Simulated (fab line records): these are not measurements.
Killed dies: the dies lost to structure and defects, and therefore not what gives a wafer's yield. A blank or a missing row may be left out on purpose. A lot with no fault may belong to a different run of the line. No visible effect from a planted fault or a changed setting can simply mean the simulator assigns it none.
Chamber matching ; flow nand-harc ; NHARC_A_SGD_CUT_ETCHBACK_24 on rie-diel-07: 4 sister chambers
The step etches the open film in CH3F/O2, target depth 50 nm, time 92.857 s. 14 wafers are shown with their chamber, then 7 later ones without.

WAFERS, EACH WITH ITS CHAMBER
wafer;chamber;showerhead-plenum-p-Torr (Torr);rf-fwd-power-W (W);rf-vpp-V (V)
L079.3;3;2.48;495.9;245.4
L079.5;3;2.48;497.8;243.9
L079.6;2;2.43;495.0;244.7
L087.1;0;2.35;498.6;242.3
L087.2;2;2.43;494.3;243.8
L087.6;0;2.35;497.7;244.0
L089.3;0;2.35;501.7;241.1
L089.5;2;2.43;497.9;243.4
L089.6;3;2.48;498.2;245.2
L090.1;2;2.43;493.9;245.6
L090.2;0;2.35;498.5;244.0
L090.4;1;2.45;498.2;242.1
L094.1;2;2.42;493.0;245.2
L094.4;1;2.45;498.1;245.3

SIGNATURES (averages over the wafers above)
reading;chamber 0;chamber 1;chamber 2;chamber 3;scatter within a chamber
showerhead-plenum-p-Torr;2.3500;2.4500;2.4280;2.4800;0.00283
rf-fwd-power-W;499.125;498.150;494.820;497.300;1.62
rf-vpp-V;242.850;243.700;244.540;244.833;1.26
Rule: for a wafer and a chamber, the distance is found by dividing, reading by reading, the gap between the wafer's reading and the chamber's mean by the reading's scatter, squaring, summing and taking the root. If the next closest chamber is less than 2 further off than the closest, the wafer can't be placed; otherwise it belongs to the closest. How the scatter is found: for the shown wafers, subtract from each reading the mean of its chamber, square and add these, divide the total by (wafers less chambers), then take the root.

WAFERS MISSING THEIR CHAMBER
wafer;showerhead-plenum-p-Torr (Torr);rf-fwd-power-W (W);rf-vpp-V (V)
L094.5;2.43;495.1;243.1
L096.1;2.35;498.5;241.9
L096.4;2.42;493.8;243.1
L096.6;2.45;496.3;244.8
L097.1;2.35;501.2;242.4
L097.3;2.45;495.9;243.3
L097.4;2.42;494.0;244.8

WHICH CHAMBER EACH WENT THROUGH
wafer;from the rows above;in truth
L094.5;2;2
L096.1;0;0
L096.4;2;2
L096.6;1;1
L097.1;0;0
L097.3;1;1
L097.4;2;2
Placed correctly: 7 of 7. Number that these rows cannot place: 0. Placed wrongly: 0.
